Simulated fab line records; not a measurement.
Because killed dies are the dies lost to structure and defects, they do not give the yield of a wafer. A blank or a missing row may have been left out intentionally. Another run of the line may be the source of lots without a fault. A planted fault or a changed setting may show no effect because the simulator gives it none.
fab line records	flow n5_finfet
[record] lots = 10	wafers = 27	last_day = 18
route steps=1938 shown TV_OPEN@1888 PASSIVATION@1901
lots with no fault: from the same line, run without faults
start_h: start of the lot's first displayed wafer, in hours after the record's first day	wait_h: how many hours have passed since the lot's step before this one	" identical to the entry in the row above	L1.1+2: several wafers, shown together as one row	- no value, or no start was given	* or withheld: withheld	< > ~ a bound
route shown NAME@n: NAME is a module with steps in the file, n the number in the route of the first one	usual: mean/standard deviation of fault-free wafers	same: alike in all rows	chamber/n: place in a boat	sites: each site's reading	_std_site: standard deviation across them	_edge_site: mean of outer sites minus mean of inner sites	radius_mm: for every site, how far away it sits from the centre of the wafer	mask NAME#n: copy n	behind: tool/chamber where the wafer was last shaped	hold: why the lot was held/for how many hours/how that ended	device: the transistor (n, p or np) that didn't switch	end of line: at the end of the route, the tests of the same wafers	a step given without rows: its recipe and nothing more	killed: dies lost to structure and defects at the first sort, not the wafer's yield	map: per-die view of a wafer (x killed, . not killed, _ where there is no die)
set.NAME: the setting as run; set.NAME@STEP: as run at that earlier step	model.NAME: the simulator's own value behind a step, which no gauge read
steps of the route over a sample of lots; a table a step, a row a wafer
services: a tool's chamber out of use, with start hour (start_h, from the record's first day; less than 0 if before it), hours out, and reason
[[steps]]
[step N5_PASSIVATION_VIA_ETCH_13]
[recipe] chemistry = CHF3/O2	target = SiO2	target_depth_a = 6600	CHF3_flow_sccm = 50	O2_flow_sccm = 5	Ar_flow_sccm = 200	time_s = 330	mask_material = PR	pressure_mtorr = 30	source_w = 650	bias_w = 170	ion_energy_ev = 200	ends = cleared
[usual] CHF3_flow_sccm = 49.99/0.17	O2_flow_sccm = 4.998/0.016	chamber_pressure_mTorr = 29.999/0.025	drypump_motor_current_A = 5.8/0.4	etch_rf_on_time_s = 236/4.9	oes_product_au = 0.73/0.09	rf_vpp_V = 522/5.4	showerhead_plenum_p_Torr = 2.37/0.068	throttle_valve_pct = 18.84/0.21
lot.wafer	tool	chamber	start_h	wait_h	CHF3_flow_sccm	O2_flow_sccm	chamber_pressure_mTorr	drypump_motor_current_A	etch_rf_on_time_s	oes_product_au	rf_hours_counter_h	rf_vpp_V	showerhead_plenum_p_Torr	throttle_valve_pct
L453.1	rie_diel-03	0	266.52	0.0	50.05	5.015	30.028	6.1	237	0.66	203	524	2.30	19.07
L453.4	"	2	"	"	49.90	5.000	30.012	6.2	238	0.64	192	519	2.30	18.90
L453.5	"	2	"	"	49.91	5.007	29.999	6.2	240	0.64	-	520	2.30	18.90
L455.1	rie_diel-04	2	292.12	0.0	49.98	4.960	30.055	5.7	232	0.81	30	519	2.37	18.79
L455.2	"	0	"	"	50.29	5.011	29.991	5.6	236	0.61	241	525	2.37	19.25
L455.4	"	1	"	"	50.09	5.002	30.009	6.1	239	0.65	197	531	2.49	18.83
L459.3	rie_diel-02	2	297.85	0.0	50.15	4.982	30.011	5.1	226	0.81	33	520	2.35	18.40
L459.5	"	2	"	"	49.84	4.991	29.982	5.1	231	0.80	-	519	2.35	18.39
L459.6	"	3	"	"	50.18	4.960	30.024	6.3	234	0.80	-	528	2.45	18.37
L460.2	rie_diel-04	1	299.27	0.0	50.13	5.002	29.998	6.1	240	0.65	199	532	2.49	18.85
L460.3	"	2	"	"	49.91	4.985	30.036	5.7	236	0.81	32	518	2.36	18.78
L460.4	"	2	"	"	49.85	5.000	29.978	5.7	237	0.81	-	519	2.36	18.79
L466.4	rie_diel-02	0	344.10	0.0	49.89	4.972	29.915	5.7	241	0.64	193	519	2.40	19.21
L466.6	"	3	"	"	50.02	5.024	29.979	6.3	235	0.78	-	528	2.45	18.38
L469.4	rie_diel-04	2	355.70	0.0	49.96	4.995	29.998	5.7	238	0.77	53	520	2.36	18.82
L469.6	"	1	"	"	49.95	5.026	29.972	6.1	248	0.64	-	531	2.48	18.87
L467.4	rie_diel-04	2	358.54	0.0	50.20	4.991	30.004	5.7	240	0.77	54	518	2.36	18.81
L467.6	"	3	"	"	49.91	4.997	29.985	5.8	236	0.85	-	519	2.36	18.72
L472.1	rie_diel-04	3	365.02	0.0	50.01	5.001	29.995	5.8	232	0.86	15	519	2.36	18.73
L472.3	"	1	"	"	50.16	4.990	30.006	6.1	240	0.63	220	533	2.48	18.87
L472.4	"	2	"	"	49.96	4.998	29.942	5.7	239	0.77	56	519	2.36	18.83
L473.1	rie_diel-04	3	379.99	0.0	49.94	4.995	30.009	5.9	233	0.85	19	519	2.36	18.74
L473.5	"	1	"	"	49.97	5.008	29.960	6.1	248	0.63	-	533	2.48	18.88
L473.6	"	0	"	"	50.12	5.007	30.014	5.6	238	0.84	-	523	2.36	18.87
L476.1	rie_diel-04	0	415.48	0.0	49.79	4.988	29.981	5.5	233	0.82	24	524	2.36	18.89
L476.3	"	3	"	"	50.10	5.011	29.993	5.8	231	0.83	30	519	2.36	18.77
L476.5	"	3	"	"	49.99	5.008	29.967	5.8	229	0.83	-	520	2.36	18.74
[step N5_PASSIVATION_EXPOSE_27]
[recipe] mask_id = PAD	na = 0.55	source_shape = conventional	sigma_outer = 0.8	polarization = unpolarized	defocus_nm = 0	dose_mj = 32.3
[usual] exposure_dose_mJ_cm2 = 32.30/0.036
lot.wafer	tool	chamber	start_h	wait_h	mask	exposure_dose_mJ_cm2
L453.1	krf_scanner-02	0	268.40	-	PAD#0	32.30
L453.4	"	0	"	"	PAD#0	32.29
L453.5	"	0	"	"	PAD#0	32.32
L455.1	krf_scanner-01	0	294.38	-	PAD#0	32.31
L455.2	"	0	"	"	PAD#0	32.32
L455.4	"	0	"	"	PAD#0	32.26
L459.3	krf_scanner-02	0	299.44	-	PAD#0	32.27
L459.5	"	0	"	"	PAD#0	32.28
L459.6	"	0	"	"	PAD#0	32.26
L460.2	krf_scanner-02	0	300.56	-	PAD#0	32.31
L460.3	"	0	"	"	PAD#0	32.34
L460.4	"	0	"	"	PAD#0	32.35
L466.4	krf_scanner-02	0	345.25	-	PAD#0	32.30
L466.6	"	0	"	"	PAD#0	32.29
L469.4	krf_scanner-02	0	356.99	-	PAD#0	32.29
L469.6	"	0	"	"	PAD#0	32.28
L467.4	krf_scanner-02	0	359.78	-	PAD#0	32.35
L467.6	"	0	"	"	PAD#0	32.29
L472.1	krf_scanner-01	0	366.78	-	PAD#0	32.33
L472.3	"	0	"	"	PAD#0	32.32
L472.4	"	0	"	"	PAD#0	32.34
L473.1	krf_scanner-01	0	381.13	-	PAD#0	32.29
L473.5	"	0	"	"	PAD#0	32.30
L473.6	"	0	"	"	PAD#0	32.32
L476.1	krf_scanner-01	0	416.53	-	PAD#0	32.26
L476.3	"	0	"	"	PAD#0	32.33
L476.5	"	0	"	"	PAD#0	32.22
[step N5_PASSIVATION_CD_MEAS_30]
[recipe] target_cd_nm = 4000	landing_energy_ev = 500	detector = se_inlens	polarity = opening
[usual] cd_nm = 4000.1/1.3
lot.wafer	tool	chamber	start_h	wait_h	cd_nm
L453.1	cd_sem-02	0	268.57	-	4001.8
L453.4	"	0	"	"	4001.5
L453.5	"	0	"	"	4000.5
L455.1	cd_sem-03	0	294.56	-	4000.0
L455.2	"	0	"	"	3999.6
L455.4	"	0	"	"	4001.4
L459.3	cd_sem-03	0	299.61	-	3996.8
L459.5	"	0	"	"	3997.4
L459.6	"	0	"	"	3997.1
L460.2	cd_sem-03	0	300.73	-	3998.4
L460.3	"	0	"	"	4000.8
L460.4	"	0	"	"	3999.7
L466.4	cd_sem-02	0	345.41	-	4033.5
L466.6	"	0	"	"	4034.1
L469.4	cd_sem-03	0	357.16	-	4035.5
L469.6	"	0	"	"	4035.2
L467.4	cd_sem-02	0	359.95	-	4033.2
L467.6	"	0	"	"	4033.7
L472.1	cd_sem-01	0	366.96	-	3998.1
L472.3	"	0	"	"	3999.5
L472.4	"	0	"	"	3999.7
L473.1	cd_sem-01	0	381.31	-	4001.8
L473.5	"	0	"	"	3999.4
L473.6	"	0	"	"	3999.3
L476.1	cd_sem-02	0	416.70	-	4002.5
L476.3	"	0	"	"	3998.3
L476.5	"	0	"	"	4001.1
[step N5_PASSIVATION_INSPECT_64]
[recipe] mode = adi	inspect_instrument = macro
[usual] raw_defect_count = 2.3/1.5
lot.wafer	tool	chamber	start_h	wait_h	raw_defect_count
L453.1	defect_inspect-02	-	268.63	0.0	7
L453.4	"	-	"	"	2
L453.5	"	-	"	"	4
L455.1	defect_inspect-01	-	294.62	0.0	2
L455.2	"	-	"	"	2
L455.4	"	-	"	"	2
L459.3	defect_inspect-02	-	299.66	0.0	2
L459.5	"	-	"	"	2
L459.6	"	-	"	"	5
L460.2	defect_inspect-01	-	300.78	0.0	2
L460.3	"	-	"	"	5
L460.4	"	-	"	"	4
L466.4	defect_inspect-01	-	345.46	0.0	2
L466.6	"	-	"	"	1
L469.4	defect_inspect-01	-	357.21	0.0	4
L469.6	"	-	"	"	3
L467.4	defect_inspect-02	-	360.00	0.0	2
L467.6	"	-	"	"	1
L472.1	defect_inspect-02	-	367.01	0.0	2
L472.3	"	-	"	"	1
L472.4	"	-	"	"	3
L473.1	defect_inspect-01	-	381.36	0.0	5
L473.5	"	-	"	"	3
L473.6	"	-	"	"	3
L476.1	defect_inspect-02	-	416.76	0.0	1
L476.3	"	-	"	"	2
L476.5	"	-	"	"	1
[step N5_PASSIVATION_ETCH_59]
[recipe] chemistry = Cl2/BCl3	target = TaN	target_depth_a = 650	time_s = 34.9	ion_energy_ev = 100	pressure_mtorr = 10	icp_w = 900	bias_w = 100	Cl2_flow_sccm = 60	bcl3_flow_sccm = 30
[usual] chamber_pressure_mTorr = 9.999/0.0093	drypump_motor_current_A = 5.9/0.31	oes_product_au = 0.79/0.091	throttle_valve_pct = 20.98/0.14
lot.wafer	tool	chamber	start_h	wait_h	chamber_pressure_mTorr	drypump_motor_current_A	oes_product_au	rf_hours_counter_h	throttle_valve_pct
L453.1	rie_metal-03	0	269.16	0.3	9.991	6.1	0.64	110	20.95
L453.4	"	1	"	"	9.990	5.8	0.75	-	21.02
L453.5	"	0	"	"	9.996	6.1	0.64	-	20.94
L455.1	rie_metal-02	0	295.14	0.3	10.002	6.2	0.78	43	21.03
L455.2	"	1	"	"	10.002	6.2	0.88	15	20.78
L455.4	"	1	"	"	9.996	6.2	0.87	-	20.78
L459.3	rie_metal-03	0	300.21	0.2	9.997	6.1	0.64	-	20.96
L459.5	"	0	"	"	10.003	6.1	0.63	-	20.97
L459.6	"	1	"	"	10.016	5.8	0.74	-	21.04
L460.2	rie_metal-02	1	301.30	0.3	9.991	6.2	0.88	16	20.77
L460.3	"	1	"	"	10.012	6.2	0.88	-	20.75
L460.4	"	0	"	"	9.983	6.2	0.78	-	21.01
L466.4	rie_metal-02	1	346.01	0.2	9.998	6.2	0.85	-	20.79
L466.6	"	1	"	"	9.989	6.2	0.86	-	20.78
L469.4	rie_metal-03	1	358.22	0.4	10.010	5.8	0.73	-	21.06
L469.6	"	1	"	"	10.005	5.8	0.74	-	21.05
L467.4	rie_metal-01	0	360.55	0.2	10.003	5.5	0.81	-	21.06
L467.6	"	0	"	"	9.996	5.5	0.81	-	21.09
L472.1	rie_metal-01	0	367.54	0.3	10.007	5.6	0.81	31	21.06
L472.3	"	0	"	"	9.998	5.6	0.80	-	21.08
L472.4	"	1	"	"	10.010	5.3	0.94	-	20.98
L473.1	rie_metal-01	0	381.89	0.3	9.991	5.6	0.82	33	21.06
L473.5	"	0	"	"	10.008	5.6	0.81	-	21.08
L473.6	"	1	"	"	9.984	5.4	0.92	-	20.98
L476.1	rie_metal-02	1	417.36	0.3	9.998	6.2	0.83	26	20.81
L476.3	"	1	"	"	10.019	6.2	0.82	-	20.82
L476.5	"	1	"	"	9.985	6.2	0.82	-	20.82
[step N5_PASSIVATION_PROBE_49]
[usual] defect_limited_yield = 91.5/1.3	killed_at_M0_to_M3 = 33/11	killed_at_M4_up = 14/5.3	killed_at_contacts = 11/6.3	killed_at_front_end = 38/10	killed_at_other = 3.7/2.8	killed_dies = 101/16	killed_open = 67/12	killed_short = 32/7.4	sort_bin_5_function = 5.0/0.86	sort_bin_6_memory = 3.2/0.69	sort_bin_8_speed = 0.00/0.007	sort_n_pass = 1079/16	sort_yield_pct = 91.5/1.3
[same] gross_dies = 1180	killed_at_back_side = 0	sort_bin_4_leakage[%] = 0
lot.wafer	tool	chamber	start_h	wait_h	defect_limited_yield[%]	killed_at_M0_to_M3	killed_at_M4_up	killed_at_contacts	killed_at_front_end	killed_at_other	killed_dies	killed_open	killed_short	sort_bin_5_function[%]	sort_bin_6_memory[%]	sort_bin_8_speed[%]	sort_n_pass	sort_yield_pct[%]
L460.2	prober-02	-	306.20	0.1	89.7	37	22	9	49	4	121	89	32	5.7	4.4	0	1059	89.7
L460.3	prober-02	-	306.25	0.1	93.1	26	23	4	27	1	81	52	28	4.0	2.6	0	1099	93.1
L460.4	prober-02	-	306.30	0.2	89.3	46	12	10	56	2	126	81	45	6.4	4.0	0	1054	89.3
L466.4	prober-02	-	350.60	0.2	92.3	32	17	9	32	1	91	51	40	3.9	3.1	0	1089	92.3
L469.6	prober-02	-	363.02	0.3	94.2	25	3	2	36	3	69	39	28	3.6	2.0	0	1111	94.2
L472.4	prober-01	-	372.17	0.2	93.6	24	12	5	33	2	76	36	37	3.9	2.2	0	1104	93.6
// killed by level:class
L460.2 FIN_SAQP:geometric_particle:open=15 BEOL_M4:geometric_particle:open=13 BEOL_M2:geometric_particle:open=11 BEOL_M0_SAQP:geometric_particle:open=10 FIN_SAQP:geometric_particle:short=7 STI_FIN_REVEAL:geometric_particle:open=7 MOL_CONTACT_COAG:geometric_particle:open=7 BEOL_M1:geometric_particle:open=5
L460.3 BEOL_M4:geometric_particle:open=10 FIN_SAQP:geometric_particle:open=7 FIN_SAQP:geometric_particle:short=7 BEOL_M1:geometric_particle:open=6 BEOL_M3:geometric_particle:open=5 BEOL_M3:geometric_particle:short=5 BEOL_M5:geometric_particle:open=4 DUMMY_GATE:geometric_particle:open=3
L460.4 FIN_SAQP:geometric_particle:open=28 BEOL_M3:geometric_particle:short=12 MOL_CONTACT_COAG:geometric_particle:open=10 BEOL_M1:geometric_particle:short=10 FIN_SAQP:geometric_particle:short=9 BEOL_M4:geometric_particle:open=6 BEOL_M0_SAQP:geometric_particle:short=5 DUMMY_GATE:geometric_particle:open=5
L466.4 FIN_SAQP:geometric_particle:short=15 BEOL_M0_SAQP:geometric_particle:short=10 BEOL_M0_SAQP:geometric_particle:open=9 FIN_SAQP:geometric_particle:open=7 MOL_CONTACT_COAG:geometric_particle:open=7 BEOL_M4:geometric_particle:open=6 BEOL_M3:geometric_particle:open=4 STI_FIN_REVEAL:geometric_particle:open=3
L469.6 STI_FIN_REVEAL:geometric_particle:open=9 FIN_SAQP:geometric_particle:short=6 BEOL_M3:geometric_particle:open=6 STI_FIN_REVEAL:geometric_particle:short=5 GATE_CUT:geometric_particle:open=4 GATE_CUT:geometric_particle:short=4 BEOL_M1:geometric_particle:open=4 BEOL_M0_SAQP:geometric_particle:short=4
L472.4 BEOL_M0_SAQP:geometric_particle:short=8 FIN_SAQP:geometric_particle:open=6 FIN_SAQP:geometric_particle:short=6 GATE_CUT:geometric_particle:short=5 MOL_CONTACT_COAG:geometric_particle:open=5 BEOL_M4:geometric_particle:open=5 BEOL_M0_SAQP:geometric_particle:open=4 BEOL_M2:geometric_particle:short=4
[[services]]
tool	chamber	start_h	hours	kind
rie_diel-04	2	250.08	2.5	repair
rie_diel-04	3	257.50	8.1	repair
rie_diel-02	-	270.26	14.6	pm
krf_scanner-01	-	272.40	1.0	pm
krf_scanner-02	-	285.57	3.5	repair
krf_scanner-01	-	289.12	0.8	pm
rie_diel-02	-	289.47	0.3	repair
krf_scanner-01	-	298.18	0.8	pm
rie_diel-04	3	298.96	-	clean
rie_diel-04	3	298.96	-	consumable_replace:focus_ring
rie_diel-04	3	298.96	20.0	scheduled_down
rie_diel-04	3	298.96	20.0	vent_cycle
krf_scanner-02	0	304.82	-	calibration
krf_scanner-02	-	316.87	1.3	pm
krf_scanner-01	-	318.01	1.0	repair
rie_diel-04	0	318.99	-	clean
rie_diel-04	0	318.99	-	consumable_replace:focus_ring
rie_diel-04	0	318.99	15.8	scheduled_down
rie_diel-04	0	318.99	15.8	vent_cycle
krf_scanner-02	-	319.02	1.0	pm
krf_scanner-01	-	329.79	2.1	repair
krf_scanner-01	-	364.75	1.3	pm
rie_diel-04	0	406.07	3.1	repair
krf_scanner-02	-	407.37	0.8	pm
[[key]]
[first_sign] step = N5_PASSIVATION_CD_MEAS_30	reading = cd_nm	direction = up	sigmas = 25	usual = 4000.1	struck = 4034.2
effect none on later readings
met_at N5_PASSIVATION_EXPOSE_27
struck_lots L466,L467,L469
struck_wafers L466.4,L466.6,L467.4,L467.6,L469.4,L469.6
not_acting_at N5_PASSIVATION_VIA_ETCH_13,N5_PASSIVATION_INSPECT_64,N5_PASSIVATION_ETCH_59
onset_between 300.56 345.25
[fault] kind = process_parameter_drift	tool = krf_scanner-02	chamber = -	onset_h = 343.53	steps = N5_PASSIVATION_EXPOSE_27	channel = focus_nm	offset = 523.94	shape = step	end_h = 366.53	scope = struck_wafers_only
